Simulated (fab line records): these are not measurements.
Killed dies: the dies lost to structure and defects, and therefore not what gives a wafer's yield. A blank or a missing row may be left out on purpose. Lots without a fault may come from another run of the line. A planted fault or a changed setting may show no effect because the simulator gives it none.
Struck lot and sound lot, side by side	flow n5Finfet	15 steps out of a route of 1938
Sound: these wafers, L848.3, L848.4, L848.6. Struck: wafer L862.6. (L862.4 of the same lot was not struck and is left out.) The cause comes at the end.
Per side, at each step with rows, come the tool, then ch with its chambers, and then its first start. Under that, the readings that differ: sound wafers	struck wafers	difference of the means	sigmas: that difference in standard deviations of wafers without a fault.
alike: same words and numbers on both sides, and readings whose means sit less than 2 such deviations apart. not compared: any withheld reading, any reading some wafer has no value for, any bound like >300 that may hide the same value, and any number with overlapping values for which the record gives no deviation.
A row with sigmas, a row that says differs or no value, or rows on one side alone: a step with any of these is where the two part. Numbers that don't overlap but have no deviation are shown without sigmas and don't part them. A reading that every wafer of one side lacks parts them only if that side has two wafers or more.

first, 1 step without rows for these wafers: N5_HKMG_FIN_STRIP_34 (strips in CF4).
N5_HKMG_FIN_ETCH_35: etches SOC in N2/H2, target depth 215.8 nm, time 243.4 s.
  sound on rieDiel-03 ch 0,1,2, day 5 09:03; struck on rieDiel-05 ch 0, day 8 20:35
  alike: drypumpMotorCurrentA, n2FlowSccm, oesProductAu, rfVppV, showerheadPlenumPTorr, throttleValvePct
  not compared: rfHoursCounterH
then, 2 steps without rows for these wafers: N5_HKMG_FIN_STRIP_92 (strips SOC in N2/H2, time 20 s); N5_HKMG_FIN_WET_ETCH_18 (etches TiN in SC1, time 55 s, target depth 5.2 nm, rinse time 30 s).
N5_HKMG_FIN_STRIP_19: strips in N2/H2, time 360 s.
  sound on plasmaAsher-02 ch 0,1, day 5 09:28; struck on plasmaAsher-01 ch 1, day 8 20:56
  alike: drypumpMotorCurrentA, heaterPowerW, n2FlowSccm
  not compared: rfHoursCounterH
N5_HKMG_FIN_ALD_91: deposits TiN, target thk 1 nm, pulse time 1 s, purge time 3 s.
  sound on aldMetal-03 ch 0,1, day 5 09:44; struck on aldMetal-02 ch 2, day 8 21:12
reading	sound	struck	difference	sigmas
heaterPowerW (W)	1083 814 1044	816	-164	-2
  alike: precursorPulseHeightRel
  not compared: aldCycles, sinceWetCleanH
then, 1 step without rows for these wafers: N5_HKMG_FIN_COAT_85 (time 60 s, resist thk 300 nm).
N5_HKMG_FIN_ETCH_86: etches SOC in N2/H2, stops on TiN, target depth 393.2 nm.
  sound on rieDiel-04 ch 0,3, day 5 10:04; struck on rieDiel-04 ch 0, day 8 21:34
reading	sound	struck	difference	sigmas
oesProductAu (a.u.)	0.69 0.68 0.68	1.01	+0.33	+4
showerheadPlenumPTorr (Torr)	2.40 2.63 2.40	2.62	+0.14	+2
throttleValvePct (%)	18.18 17.91 18.20	17.51	-0.59	-2
  alike: drypumpMotorCurrentA, n2FlowSccm, rfVppV
  not compared: rfHoursCounterH
N5_HKMG_FIN_STRIP_89: strips SOC in N2/H2, time 20 s.
  sound on rieDiel-04 ch 0,3, day 5 10:08; struck on rieDiel-04 ch 0, day 8 21:38
reading	sound	struck	difference	sigmas
oesProductAu (a.u.)	0.68 0.69 0.68	1.01	+0.33	+3
showerheadPlenumPTorr (Torr)	3.18 3.47 3.18	3.45	+0.17	+2
  alike: drypumpMotorCurrentA, n2FlowSccm, rfVppV, throttleValvePct
  not compared: rfHoursCounterH
then, 3 steps without rows for these wafers: N5_HKMG_FIN_WET_ETCH_87 (etches TiN in SC1, time 154.2 s, target depth 4.7 nm, rinse time 30 s); N5_HKMG_FIN_STRIP_88 (strips in N2/H2, time 360 s); N5_HKMG_FIN_NWFM_ALD_20 (deposits TiAlC, target thk 2 nm, pulse time 3 s, purge time 2 s).
N5_HKMG_FIN_ALD_71: deposits TiN, target thk 1 nm, pulse time 1 s, purge time 3 s.
  sound on aldMetal-02 ch 0,2,3, day 5 10:49; struck on aldMetal-03 ch 1, day 8 22:17
reading	sound	struck	difference	sigmas
aldCycles	47 47 47	50	+3	
heaterPowerW (W)	826 845 929	1058	+191	+3
  alike: precursorPulseHeightRel
  not compared: sinceWetCleanH
then, 1 step without rows for these wafers: N5_HKMG_FIN_COAT_66 (time 60 s, resist thk 300 nm).
-- the record jumps here: 4 days lie between the struck wafers' starts before and after (it left off in module HKMG_FIN and takes up again in module BEOL_M4, whose first step shown is number 1111 of the route) --
N5_BEOL_M4_RC_MEAS_101:
  sound on prober-02 ch 0, day 9 18:50; struck on prober-01 ch 0, day 12 14:24
reading	sound	struck	difference	sigmas
DIBL_N (mV/V)	38.4 38.0 37.1	34.1	-3.7	-3
  alike: DIBL_P, IOFF_N, IOFF_P, ION_N, ION_P, SS_N, SS_P, VT_N, VT_P

== WHERE THEY PART ==
At N5_HKMG_FIN_ALD_91 first; at N5_BEOL_M4_RC_MEAS_101 last (within this record only).

WHY: what had been put in by the simulator
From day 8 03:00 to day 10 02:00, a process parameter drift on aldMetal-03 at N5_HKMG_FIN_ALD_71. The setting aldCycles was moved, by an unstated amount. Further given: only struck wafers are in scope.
